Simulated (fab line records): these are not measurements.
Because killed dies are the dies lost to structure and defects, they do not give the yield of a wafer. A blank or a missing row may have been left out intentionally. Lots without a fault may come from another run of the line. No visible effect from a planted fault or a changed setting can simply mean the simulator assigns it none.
A lot that was struck, set against a sound lot :: flow nand-harc :: 15 steps out of a route of 1159
Sound: wafers L265.2, L265.3, L265.6. Struck: wafer L268.5 (left out: L268.1, L268.4 of the same lot, which were not struck); the cause appears at the end.
Order at every step that has rows: each side's tool, ch and its chambers, its first start. Under that, the readings that differ: sound wafers :: struck wafers :: difference of the means :: sigmas: that difference in standard deviations of wafers without a fault.
alike: words and numbers the same on both sides, and readings whose means are apart by under 2 such deviations; not compared: readings that were withheld, readings missing a value for some wafer, numbers with overlapping values and no deviation given by the record, and bounds like >300 which may hide the same value.
The two part at a step that has a row with sigmas, a row that says differs or no value, or rows on one side only. Numbers that have no deviation but don't overlap get no sigmas and don't part them. A reading missing from all wafers of one side parts the sides only when that side holds two or more wafers.

first, 7 steps without rows for these wafers: NHARC_A_CONTACT_COAT_35 (time 65 s); NHARC_A_CONTACT_COAT_36 (resist thk 90 nm); NHARC_A_CONTACT_SOFTBAKE_37 (time 55 s); NHARC_A_CONTACT_EBR_38; NHARC_A_CONTACT_EXPOSE_39 (exposes mask A CC 3); NHARC_A_CONTACT_PEB_40 (peb time 65 s); NHARC_A_CONTACT_DEVELOP_41 (develop time 35 s).
NHARC_A_CONTACT_CD_MEAS_42 targets a cd of 200 nm.
  sound on cd-sem-02 ch 0, day 18 23:44; struck on cd-sem-02 ch 0, day 20 03:52
  alike: cd-nm
NHARC_A_CONTACT_OVL_MEAS_43:
  sound on overlay-02, day 18 23:49; struck on overlay-02, day 20 03:58
  alike: overlay-x-nm, overlay-y-nm
NHARC_A_CONTACT_INSPECT_44:
  sound on defect-inspect-02, day 18 23:52; struck on defect-inspect-02, day 20 04:00
reading: raw-defect-count
sound: 11 11 7
struck: 56
difference: +46
sigmas: +3
NHARC_A_CONTACT_DESCUM_47: chemistry O2, time 3 s.
  sound on rie-diel-11 ch 0,1,3, day 18 23:58; struck on rie-diel-11 ch 1, day 20 04:04
reading: rf-vpp-V (V)
sound: 55.8 56.9 57.4
struck: 58.8
difference: +2.1
sigmas: +2
  alike: drypump-motor-current-A, oes-product-au, showerhead-plenum-p-Torr, throttle-valve-pct
  not compared: rf-hours-counter-h
NHARC_A_CONTACT_ETCH_48: etches the open film in CF4, target depth 39 nm, time 65 s.
  sound on rie-diel-11 ch 0,1,3, day 19 00:04; struck on rie-diel-11 ch 2, day 20 04:09
  alike: drypump-motor-current-A, oes-product-au, rf-vpp-V, run-length-s, showerhead-plenum-p-Torr, throttle-valve-pct
  not compared: rf-hours-counter-h
NHARC_A_CONTACT_ETCH_49: etches the open film in N2/H2, target depth 260 nm, time 475.3 s.
  sound on rie-diel-11 ch 0,1, day 19 00:12; struck on rie-diel-11 ch 1, day 20 04:18
reading: run-length-s (s)
sound: 496.5 496.6 496.6
struck: 476.4
difference: -20.2
sigmas: -63
  alike: drypump-motor-current-A, oes-product-au, rf-vpp-V, showerhead-plenum-p-Torr, throttle-valve-pct
  not compared: rf-hours-counter-h
NHARC_A_CONTACT_ETCH_50: etches the open film in CF4/CHF3, target depth 84.7 nm, time 42.4 s.
  sound: rie-diel-11 ch 0,1,2; struck: rie-diel-11 ch 2
  alike: drypump-motor-current-A, oes-product-au, rf-vpp-V, run-length-s, showerhead-plenum-p-Torr, throttle-valve-pct
  not compared: rf-hours-counter-h
NHARC_END_SORT_01:
  the record has rows for the sound wafers here (prober-01 ch 0, day 22 04:05) and none for the struck ones

## WHERE THEY PART
Last at NHARC_END_SORT_01 as far as this record goes, first at NHARC_A_CONTACT_INSPECT_44.

WHY: what the simulator had put in
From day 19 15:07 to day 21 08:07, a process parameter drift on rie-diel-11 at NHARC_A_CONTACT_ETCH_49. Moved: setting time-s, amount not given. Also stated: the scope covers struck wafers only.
